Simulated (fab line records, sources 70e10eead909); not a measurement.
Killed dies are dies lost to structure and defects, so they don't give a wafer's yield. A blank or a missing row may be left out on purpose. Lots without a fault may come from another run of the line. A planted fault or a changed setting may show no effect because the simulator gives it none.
Chamber matching | flow nand_harc | NHARC_A_CONTACT_DESCUM_13 on rie_diel-02: 4 sister chambers
The step chemistry O2, time 3 s. 4 wafers are shown with their chamber, then 11 later ones without.

WAFERS WITH THEIR CHAMBER
wafer  | chamber | showerhead_plenum_p_Torr (Torr)
L088.1 | 0       | 1.88
L088.2 | 2       | 1.84
L088.3 | 3       | 1.84
L089.1 | 1       | 2.01

WAFERS WITHOUT THEIR CHAMBER
wafer  | showerhead_plenum_p_Torr (Torr)
L089.3 | 1.84
L089.6 | 1.88
L095.2 | 1.88
L095.3 | 1.84
L095.6 | 2.01
L091.3 | 1.88
L091.5 | 1.88
L091.6 | 1.84
L096.1 | 1.83
L096.2 | 1.84
L096.3 | 1.87

WHICH CHAMBER EACH WENT THROUGH
wafer  | from the rows above     | in truth
L089.3 | can't be placed: 2 or 3 | 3
L089.6 | 0                       | 0
L095.2 | 0                       | 0
L095.3 | can't be placed: 2 or 3 | 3
L095.6 | 1                       | 1
L091.3 | 0                       | 0
L091.5 | 0                       | 0
L091.6 | can't be placed: 2 or 3 | 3
L096.1 | can't be placed: 2 or 3 | 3
L096.2 | can't be placed: 2 or 3 | 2
L096.3 | 0                       | 0
Placed correctly: 6 of 11. Can't be placed from these rows: 5 (the true chamber is among the candidates in 5). Placed wrongly: 0.
How it was worked out, from the rows above alone: a wafer's distance from a chamber is the root of the sum, over the readings, of the square of ((its reading less the chamber's mean) divided by the reading's scatter). The wafer belongs to the nearest chamber; if the next one is less than 2 further off, it can't be placed. A chamber's mean is the mean of its shown wafers. The scatter: with one shown wafer a chamber, the root of the mean of the squares of how far each hidden wafer lies from its nearest shown one.
